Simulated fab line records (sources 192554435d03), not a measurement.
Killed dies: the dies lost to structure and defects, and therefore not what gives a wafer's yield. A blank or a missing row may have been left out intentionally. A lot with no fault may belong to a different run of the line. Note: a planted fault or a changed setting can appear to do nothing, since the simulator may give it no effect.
Which of the tools did it? ; flow n5 finfet ; 12 lots, 36 wafers sampled, at 2 steps of a route of 1938

== WHAT EACH GAUGE READ, for each wafer ==
N5_BEOL_M3_CD_MEAS_35: target cd 18 nm, target cd y 21 nm.
lot;measured;on;cd nm (nm)
L075;day 7 08:29;cd sem-02;18.0 18.3 18.2
L077;day 7 20:05;cd sem-02;18.2 18.1 17.9
L079;day 8 05:08;cd sem-02;18.1 18.3 18.3
L081;day 8 23:33;cd sem-02;18.1 17.8 17.9
L083;day 9 21:50;cd sem-01;18.0 18.1 18.5
L085;day 10 14:25;cd sem-02;17.7 17.7 17.8
L087;day 11 01:55;cd sem-03;18.0 17.9 18.0
L089;day 11 10:09;cd sem-03;18.0 18.4 18.3
L092;day 11 21:35;cd sem-01;17.8 17.9 18.3
L093;day 12 09:38;cd sem-02;18.1 18.1 18.1
L095;day 12 15:16;cd sem-02;18.3 18.2 18.1
L096;day 13 17:57;cd sem-01;18.3 17.3 18.0

== EACH LOT AND THE TOOL THAT RAN IT (in order: tool; ch and the chambers of the sampled wafers; start) ==
lot;N5_BEOL_M3_DESCUM_33
L075;rie diel-04 ch 0,2,3, day 7 04:55
L077;rie diel-04 ch 0,1, day 7 14:41
L079;rie diel-04 ch 0,2,3, day 8 03:02
L081;rie diel-03 ch 0,1,2, day 8 21:26
L083;rie diel-03 ch 0,2,3, day 9 09:02
L085;rie diel-03 ch 0,1,3, day 10 08:47
L087;rie diel-05 ch 0,3, day 10 15:40
L089;rie diel-05 ch 1,2, day 11 06:23
L092;rie diel-05 ch 1,3, day 11 17:02
L093;rie diel-05 ch 1,3, day 11 22:47
L095;rie diel-05 ch 0,1,3, day 12 08:50
L096;rie diel-05 ch 1,2, day 13 04:24
- N5_BEOL_M3_DESCUM_33: chemistry O2, time 7 s.

== THE ANSWER, worked out from the rows above alone ==
Rule: the usual values come from the lots themselves. The widest of any qualifying gaps counts: lots, ordered by their means at a reading, are off when they make up no more than a third of the lots, leave a main group of 4 or more, and stand apart from it by 3 or more times the standard deviation of that group's means. The tables above print the reading to a certain number of digits; a main group whose means all agree to those digits is not used. Also off: a lot with no number at a reading for which 4 or more lots have one. All remaining lots with rows at the step are treated as sound.
Nothing can be told from this: no lot is off at any reading shown.

== WHAT THE SIMULATOR HAD PUT IN ==
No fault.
